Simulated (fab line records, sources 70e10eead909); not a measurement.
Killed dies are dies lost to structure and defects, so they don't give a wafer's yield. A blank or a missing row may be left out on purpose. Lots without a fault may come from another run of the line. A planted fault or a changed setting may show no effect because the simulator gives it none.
Which tool did it? | flow nand_harc | 24 lots, 72 wafers sampled, at 3 steps of a route of 1302

WHAT THE GAUGES READ, wafer by wafer
NHARC_A_CHANNEL_HOLE_D2_CD_MEAS_10: target cd 100 nm.
lot  | measured     | on        | cd_nm (nm)
L074 | day 13 06:50 | cd_sem-03 | 99.5 99.9 100.0
L075 | day 13 07:01 | cd_sem-03 | 99.8 98.5 100.0
L076 | day 14 06:07 | cd_sem-01 | 99.3 99.1 100.2
L078 | day 14 16:50 | cd_sem-03 | 99.5 100.9 100.6
L077 | day 14 16:04 | cd_sem-03 | 100.7 100.3 100.0
L079 | day 15 14:58 | cd_sem-03 | 99.5 99.9 99.8
L080 | day 15 14:47 | cd_sem-01 | 99.8 99.6 100.1
L081 | day 16 03:09 | cd_sem-01 | 100.1 100.0 99.8
L082 | day 16 14:23 | cd_sem-01 | 99.4 99.3 99.6
L083 | day 16 14:32 | cd_sem-03 | 100.1 100.0 99.4
L084 | day 17 10:52 | cd_sem-03 | 99.8 98.7 99.7
L085 | day 17 14:20 | cd_sem-01 | 100.1 99.2 99.6
L086 | day 18 01:53 | cd_sem-02 | 100.1 99.8 99.7
L087 | day 18 07:14 | cd_sem-01 | 100.5 99.5 99.1
L088 | day 19 02:02 | cd_sem-03 | 100.6 100.7 100.5
L089 | day 19 01:53 | cd_sem-01 | 99.4 100.1 99.6
L090 | day 20 06:12 | cd_sem-03 | 99.3 100.8 100.3
L091 | day 20 12:51 | cd_sem-01 | 99.7 100.4 99.0
L093 | day 20 18:26 | cd_sem-01 | 98.8 100.3 99.5
L092 | day 20 18:17 | cd_sem-02 | 100.5 100.4 100.2
L094 | day 21 18:13 | cd_sem-03 | 100.1 99.9 99.2
L095 | day 21 18:40 | cd_sem-01 | 99.8 99.9 98.7
L096 | day 22 07:31 | cd_sem-03 | 99.3 100.5 100.2
L097 | day 22 23:56 | cd_sem-02 | 100.9 100.3 100.0

NHARC_A_CHANNEL_HOLE_D2_INSPECT_12.
lot  | measured     | on                | raw_defect_count
L074 | day 13 06:58 | defect_inspect-02 | 5 4 2
L075 | day 13 07:08 | defect_inspect-02 | 8 7 3
L076 | day 14 06:15 | defect_inspect-01 | 9 7 10
L078 | day 14 16:57 | defect_inspect-01 | 55 63 54
L077 | day 14 16:11 | defect_inspect-02 | 6 6 6
L079 | day 15 15:05 | defect_inspect-01 | 48 58 42
L080 | day 15 14:55 | defect_inspect-01 | 6 5 9
L081 | day 16 03:16 | defect_inspect-01 | 65 43 50
L082 | day 16 14:31 | defect_inspect-02 | 6 14 9
L083 | day 16 14:40 | defect_inspect-02 | 61 53 47
L084 | day 17 10:59 | defect_inspect-02 | 52 54 65
L085 | day 17 14:28 | defect_inspect-02 | 16 17 12
L086 | day 18 02:00 | defect_inspect-02 | 16 13 17
L087 | day 18 07:22 | defect_inspect-02 | 65 61 54
L088 | day 19 02:09 | defect_inspect-02 | 13 15 13
L089 | day 19 02:00 | defect_inspect-01 | 66 54 59
L090 | day 20 06:20 | defect_inspect-01 | 33 31 18
L091 | day 20 12:58 | defect_inspect-01 | 61 57 68
L093 | day 20 18:34 | defect_inspect-01 | 55 56 68
L092 | day 20 18:24 | defect_inspect-02 | 15 19 16
L094 | day 21 18:20 | defect_inspect-01 | 22 30 22
L095 | day 21 18:47 | defect_inspect-02 | 18 21 17
L096 | day 22 07:39 | defect_inspect-02 | 23 29 27
L097 | day 23 00:03 | defect_inspect-01 | 8 3 8

WHICH TOOL RAN EACH LOT (tool, then ch and the chambers of the sampled wafers, then the start)
lot  | NHARC_A_DECK1_JOINT_ETCHBACK_00
L074 | rie_si-01 ch 0,1,2, day 11 17:16
L075 | rie_si-02 ch 0,2,3, day 11 17:17
L076 | rie_si-05 ch 1,3, day 12 08:45
L078 | rie_si-01 ch 0,1,2, day 12 18:52
L077 | rie_si-05 ch 0,3, day 12 18:52
L079 | rie_si-05 ch 0,3, day 13 13:03
L080 | rie_si-01 ch 0,1,3, day 13 13:04
L081 | rie_si-05 ch 0,1,2, day 14 03:28
L082 | rie_si-05 ch 1,2,3, day 15 00:51
L083 | rie_si-02 ch 1,2,3, day 15 01:00
L084 | rie_si-02 ch 0,1,2, day 15 15:13
L085 | rie_si-02 ch 1,3, day 15 22:08
L086 | rie_si-01 ch 0,1,3, day 16 05:37
L087 | rie_si-02 ch 1,2, day 16 12:40
L088 | rie_si-02 ch 2,3, day 17 08:41
L089 | rie_si-01 ch 0,1,2, day 17 08:42
L090 | rie_si-02 ch 0,1,2, day 18 08:13
L091 | rie_si-01 ch 0,3, day 18 19:28
L093 | rie_si-01 ch 0,1,2, day 19 03:12
L092 | rie_si-02 ch 1,2,3, day 19 03:14
L094 | rie_si-05 ch 0,2,3, day 19 22:02
L095 | rie_si-01 ch 0,2, day 20 01:07
L096 | rie_si-01 ch 0,1,2, day 20 12:27
L097 | rie_si-01 ch 0,1,2, day 20 21:54
- NHARC_A_DECK1_JOINT_ETCHBACK_00: etches the open film in HBr, target depth 30 nm, time 17.4 s.

WHAT THE TOOLS THEMSELVES READ (means of the sampled wafers that have a number; where no wafer has one, the mark that the record gives instead)
NHARC_A_DECK1_JOINT_ETCHBACK_00.
lot  | tool      | drypump_motor_current_A (A) | oes_product_au (a.u.) | throttle_valve_pct (%)
L074 | rie_si-01 | 6.0                         | 0.998                 | 23.271
L075 | rie_si-02 | 5.5                         | 0.998                 | 23.278
L076 | rie_si-05 | 6.3                         | 1.012                 | 23.265
L078 | rie_si-01 | 6.0                         | 1.004                 | 23.260
L077 | rie_si-05 | 6.5                         | 1.008                 | 23.267
L079 | rie_si-05 | 6.4                         | 1.007                 | 23.266
L080 | rie_si-01 | 5.9                         | 0.994                 | 23.261
L081 | rie_si-05 | 5.5                         | 0.998                 | 23.265
L082 | rie_si-05 | 5.8                         | 1.001                 | 23.262
L083 | rie_si-02 | 5.5                         | 0.983                 | 23.268
L084 | rie_si-02 | 5.7                         | 0.995                 | 23.265
L085 | rie_si-02 | 5.2                         | 0.984                 | 23.266
L086 | rie_si-01 | 6.0                         | 0.998                 | 23.257
L087 | rie_si-02 | 5.6                         | 0.989                 | 23.260
L088 | rie_si-02 | 5.6                         | 0.980                 | 23.261
L089 | rie_si-01 | 6.0                         | 1.008                 | 23.258
L090 | rie_si-02 | 5.7                         | 0.997                 | 23.269
L091 | rie_si-01 | 5.9                         | 0.991                 | 23.271
L093 | rie_si-01 | 6.0                         | 0.998                 | 23.266
L092 | rie_si-02 | 5.5                         | 0.985                 | 23.266
L094 | rie_si-05 | 5.9                         | 0.986                 | 23.268
L095 | rie_si-01 | 6.1                         | 1.014                 | 23.270
L096 | rie_si-01 | 6.0                         | 0.992                 | 23.267
L097 | rie_si-01 | 6.0                         | 1.003                 | 23.269

THE ANSWER, worked out from the rows above alone
Rule: what is usual is taken from the lots themselves. Put in order of their means at a reading, lots are off if they are a third of the lots or fewer, leave a main group of 4 or more, and stand apart from it by a gap of 3 or more times the standard deviation of the main group's means; of several such gaps the widest counts. A main group whose means are all the same, to the digits that the tables above print for the reading, isn't used. A lot without any number at a reading at which 4 lots or more have one is off too. The other lots that the step has rows for count as sound. The gauges are gone through in route order, then the tools' own readings, and for those a lot's mean is taken as printed above. The first step at which some lot is off is used, and at that step the reading that is off furthest; a lot without a number counts as furthest.
No lot is off at any reading shown: from this, nothing can be told.

WHAT THE SIMULATOR HAD PUT IN
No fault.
